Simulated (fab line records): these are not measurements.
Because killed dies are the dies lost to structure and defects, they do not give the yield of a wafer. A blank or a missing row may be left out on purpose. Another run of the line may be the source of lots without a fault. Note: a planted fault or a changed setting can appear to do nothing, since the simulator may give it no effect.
Matching of chambers -- flow n5-finfet -- N5_ILD0_CMP_12 on cmp-01 has 4 sister chambers
The step polishes SiNx, stops on poly-Si, t overpolish 6 s, target thk 17.67 nm. 8 wafers are shown with their chamber, then 8 later ones without.

WAFERS, EACH WITH ITS CHAMBER
wafer,chamber,motor-current-A (A),time-to-endpoint-s (s)
L085.2,0,9.5,28.9
L085.3,2,9.7,27.3
L087.4,2,9.1,26.2
L087.5,1,10.0,32.4
L088.2,3,7.5,29.9
L088.3,1,10.6,35.6
L088.5,0,10.2,33.1
L093.1,3,8.1,27.5

WAFERS WHOSE CHAMBER IS MISSING
wafer,motor-current-A (A),time-to-endpoint-s (s)
L093.3,10.1,27.6
L093.6,9.4,25.8
L094.1,7.6,25.9
L094.2,9.1,24.7
L094.3,9.3,32.6
L097.1,9.9,30.1
L097.3,7.6,24.6
L097.6,10.0,26.8

WHICH CHAMBER EACH ONE RAN IN
wafer,from the rows above,in truth
L093.3,can't be placed: 2 or 0 or 1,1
L093.6,2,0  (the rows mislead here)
L094.1,3,3
L094.2,2,2
L094.3,can't be placed: 0 or 1 or 2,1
L097.1,can't be placed: 0 or 2 or 1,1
L097.3,3,3
L097.6,can't be placed: 2 or 0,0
Placed correctly: 3 of 8. These rows do not allow placing 4 (true chamber among the candidates in 4). Number placed wrongly: 1.
How it was worked out, from the rows above alone: a wafer's distance from a chamber is the root of the sum, over the readings, of the square of ((its reading less the chamber's mean) divided by the reading's scatter). The wafer belongs to the nearest chamber; if the next one is less than 2 further off, it can't be placed. A chamber's mean is the mean of its shown wafers. The scatter: take each reading less its chamber's mean, square it, sum over the shown wafers, divide by the number of wafers less the number of chambers, and take the root.
